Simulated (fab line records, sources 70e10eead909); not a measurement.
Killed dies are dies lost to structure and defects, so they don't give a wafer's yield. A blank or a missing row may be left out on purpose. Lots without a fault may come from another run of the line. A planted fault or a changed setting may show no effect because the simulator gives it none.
Which tool did it? | flow nand_harc | 13 lots, 39 wafers sampled, at 5 steps of a route of 1302

WHAT THE GAUGES READ, wafer by wafer
NHARC_THIN_TSV_CD_MEAS_37. Usual: cd_nm 5000 nm, standard deviation 3.5.
lot  | measured     | on        | cd_nm (nm)     | flag
L996 | day 24 09:06 | cd_sem-03 | 5007 5005 5011 |
L998 | day 24 10:28 | cd_sem-02 | 5001 4998 4997 |
L997 | day 24 13:24 | cd_sem-03 | 4997 5004 5001 |
L999 | day 25 21:39 | cd_sem-02 | 4998 5000 4999 |
L100 | day 26 01:29 | cd_sem-03 | 5000 4996 4998 |
L102 | day 26 18:14 | cd_sem-02 | 4996 4998 4998 |
L105 | day 27 22:43 | cd_sem-02 | 5007 5006 5002 |
L104 | day 28 00:01 | cd_sem-01 | 4999 5000 5000 |
L106 | day 28 01:17 | cd_sem-02 | 4998 5000 4999 |
L108 | day 28 13:43 | cd_sem-02 | 4999 4998 5001 |
L107 | day 28 14:37 | cd_sem-01 | 5001 4993 4997 |
L112 | day 31 14:25 | cd_sem-01 | 4998 5004 5006 |
L119 | day 33 03:36 | cd_sem-02 | 4998 5004 4999 |

NHARC_END_SORT_01. Usual: defect_limited_yield 91.5 %, standard deviation 2.7; killed_at_array 52, standard deviation 19; killed_at_other 0.9, standard deviation 1.3; killed_at_periphery 4, standard deviation 3.1; killed_dies 57, standard deviation 18; killed_open 3.2, standard deviation 1.7; killed_short 2.3, standard deviation 1.4; sort_bin_2_pct 2.9 %, standard deviation 1.2; sort_bin_3_pct 0.6 %, standard deviation 0.42; sort_bin_4_pct 4.9 %, standard deviation 1.5; sort_n_pass 620, standard deviation 18; sort_rim_yield_pct 93 %, standard deviation 4.3; sort_yield_pct 91.5 %, standard deviation 2.7.
lot  | measured     | on        | defect_limited_yield (%) | killed_at_array | killed_at_other | killed_at_periphery | killed_dies | killed_open | killed_short | sort_bin_2_pct (%) | sort_bin_3_pct (%) | sort_bin_4_pct (%) | sort_n_pass | sort_rim_yield_pct (%) | sort_yield_pct (%) | flag
L112 | day 32 04:17 | prober-01 | 93.1 92.2 87.0           | 41 51 34        | 0 0 50          | 6 2 4               | 47 53 88    | 2 3 5       | 2 4 4        | 2.4 2.5 6.8        | 0.4 0.3 1.8        | 4.1 5.0 4.4        | 630 624 589 | 94 97 80               | 93.1 92.2 87.0     | OFF
L119 | day 33 13:43 | prober-02 | 92.6 83.3 93.9           | 45 57 36        | 2 55 2          | 3 1 3               | 50 113 41   | 1 2 4       | 1 2 4        | 2.4 4.3 1.5        | 0.3 4.4 0.6        | 4.7 8.0 4.0        | 627 564 636 | 92 85 89               | 92.6 83.3 93.9     | OFF

WHICH TOOL RAN EACH LOT (tool, then ch and the chambers of the sampled wafers, then the start)
lot  | NHARC_THIN_TSV_DEP_47           | NHARC_THIN_TSV_STRIP_62              | NHARC_THIN_TSV_DEGAS_49
L996 | pecvd-02 ch 1,2, day 24 03:43   | plasma_asher-02 ch 0,1, day 24 04:28 | pvd_sputter-03, day 24 04:39
L998 | pecvd-02 ch 0,1, day 24 04:57   | plasma_asher-02 ch 0,1, day 24 05:44 | pvd_sputter-01, day 24 05:56
L997 | pecvd-02 ch 0,1,2, day 24 07:55 | plasma_asher-02 ch 0,1, day 24 08:40 | pvd_sputter-02, day 24 08:50
L999 | pecvd-03 ch 0,1,2, day 25 15:54 | plasma_asher-01 ch 0,1, day 25 16:41 | pvd_sputter-02, day 25 16:50
L100 | pecvd-04 ch 0,1,2, day 25 19:41 | plasma_asher-02 ch 0,1, day 25 20:28 | pvd_sputter-02, day 25 20:37
L102 | pecvd-02 ch 0,1,2, day 26 12:49 | plasma_asher-01 ch 0,1, day 26 13:31 | pvd_sputter-02, day 26 13:40
L105 | pecvd-02 ch 0,2, day 27 17:11   | plasma_asher-02 ch 0,1, day 27 17:57 | pvd_sputter-03, day 27 18:08
L104 | pecvd-03 ch 0,2, day 27 18:20   | plasma_asher-02 ch 0,1, day 27 19:05 | pvd_sputter-01, day 27 19:15
L106 | pecvd-02 ch 0,1, day 27 19:41   | plasma_asher-01 ch 0,1, day 27 20:26 | pvd_sputter-03, day 27 20:39
L108 | pecvd-04 ch 1,2, day 28 08:09   | plasma_asher-01 ch 0,1, day 28 08:52 | pvd_sputter-01, day 28 09:03
L107 | pecvd-03 ch 0,1,2, day 28 09:05 | plasma_asher-02 ch 0,1, day 28 09:46 | pvd_sputter-03, day 28 09:53
L112 | pecvd-02 ch 0,1,2, day 31 09:04 | plasma_asher-02 ch 0,1, day 31 09:45 | pvd_sputter-02, day 31 09:52
L119 | pecvd-02 ch 0,1,2, day 32 22:04 | plasma_asher-02 ch 0,1, day 32 22:51 | pvd_sputter-02, day 32 23:00
- NHARC_THIN_TSV_DEP_47: deposits SiO2, target thk 200 nm.
- NHARC_THIN_TSV_STRIP_62: strips in N2/H2, time 20 s.
- NHARC_THIN_TSV_DEGAS_49: time 120 s.

WHAT THE TOOLS THEMSELVES READ (means of the sampled wafers that have a number; where no wafer has one, the mark that the record gives instead)
NHARC_THIN_TSV_DEP_47. Usual: throttle_valve_pct 15.9 %, standard deviation 0.54.
lot  | tool     | throttle_valve_pct (%) | flag
L996 | pecvd-02 | 16.6                   |
L998 | pecvd-02 | 15.9                   |
L997 | pecvd-02 | 16.4                   |
L999 | pecvd-03 | 15.7                   |
L100 | pecvd-04 | 15.9                   |
L102 | pecvd-02 | 16.0                   |
L105 | pecvd-02 | 16.1                   |
L104 | pecvd-03 | 16.0                   |
L106 | pecvd-02 | 16.0                   |
L108 | pecvd-04 | 15.6                   |
L107 | pecvd-03 | 15.9                   |
L112 | pecvd-02 | 16.1                   |
L119 | pecvd-02 | 16.2                   |

NHARC_THIN_TSV_STRIP_62. Usual: drypump_motor_current_A 5.63 A, standard deviation 0.16; heater_power_w 309 W, standard deviation 23.
lot  | tool            | drypump_motor_current_A (A) | heater_power_w (W) | flag
L996 | plasma_asher-02 | 5.74                        | 339                |
L998 | plasma_asher-02 | 5.75                        | 352                |
L997 | plasma_asher-02 | 5.72                        | 326                |
L999 | plasma_asher-01 | 5.44                        | 306                |
L100 | plasma_asher-02 | 5.72                        | 324                |
L102 | plasma_asher-01 | 5.59                        | 294                |
L105 | plasma_asher-02 | 5.74                        | 314                |
L104 | plasma_asher-02 | 5.75                        | 312                |
L106 | plasma_asher-01 | 5.44                        | 310                |
L108 | plasma_asher-01 | 5.55                        | 299                |
L107 | plasma_asher-02 | 5.71                        | 299                |
L112 | plasma_asher-02 | 5.75                        | 306                |
L119 | plasma_asher-02 | 5.71                        | 297                |

NHARC_THIN_TSV_DEGAS_49. Usual: heater_power_w 457 W, standard deviation 46.
lot  | tool           | heater_power_w (W) | flag
L996 | pvd_sputter-03 | 453                |
L998 | pvd_sputter-01 | 441                |
L997 | pvd_sputter-02 | 475                |
L999 | pvd_sputter-02 | 460                |
L100 | pvd_sputter-02 | 483                |
L102 | pvd_sputter-02 | 501                |
L105 | pvd_sputter-03 | 421                |
L104 | pvd_sputter-01 | 449                |
L106 | pvd_sputter-03 | 470                |
L108 | pvd_sputter-01 | 449                |
L107 | pvd_sputter-03 | 499                |
L112 | pvd_sputter-02 | 418                |
L119 | pvd_sputter-02 | 446                |

THE ANSWER, worked out from the rows above alone
Rule: a lot is off if the mean of its wafers that have a number lies more than 3 standard deviations from the usual mean. A lot without any number at a reading at which 4 lots or more have one is off too. The other lots that the step has rows for count as sound. The gauges are gone through in route order, then the tools' own readings, and for those a lot's mean is taken as printed above. The first step at which some lot is off is used, and at that step the reading that is off furthest; a lot without a number counts as furthest.
Off: L112, L119, at NHARC_END_SORT_01 (killed_at_other). Neither off nor sound, because the step has no rows for them: L996, L998, L997, L999, L100, L102, L105, L104, L106, L108, L107.
A tool fits if, at a process step before that reading, it ran every lot that is off, and no sound lot after the first of them. The gauges at NHARC_END_SORT_01 are tried like those tools. Can't be told from this: 3 tools fit, pecvd-02 at NHARC_THIN_TSV_DEP_47, plasma_asher-02 at NHARC_THIN_TSV_STRIP_62, pvd_sputter-02 at NHARC_THIN_TSV_DEGAS_49.

WHAT THE SIMULATOR HAD PUT IN
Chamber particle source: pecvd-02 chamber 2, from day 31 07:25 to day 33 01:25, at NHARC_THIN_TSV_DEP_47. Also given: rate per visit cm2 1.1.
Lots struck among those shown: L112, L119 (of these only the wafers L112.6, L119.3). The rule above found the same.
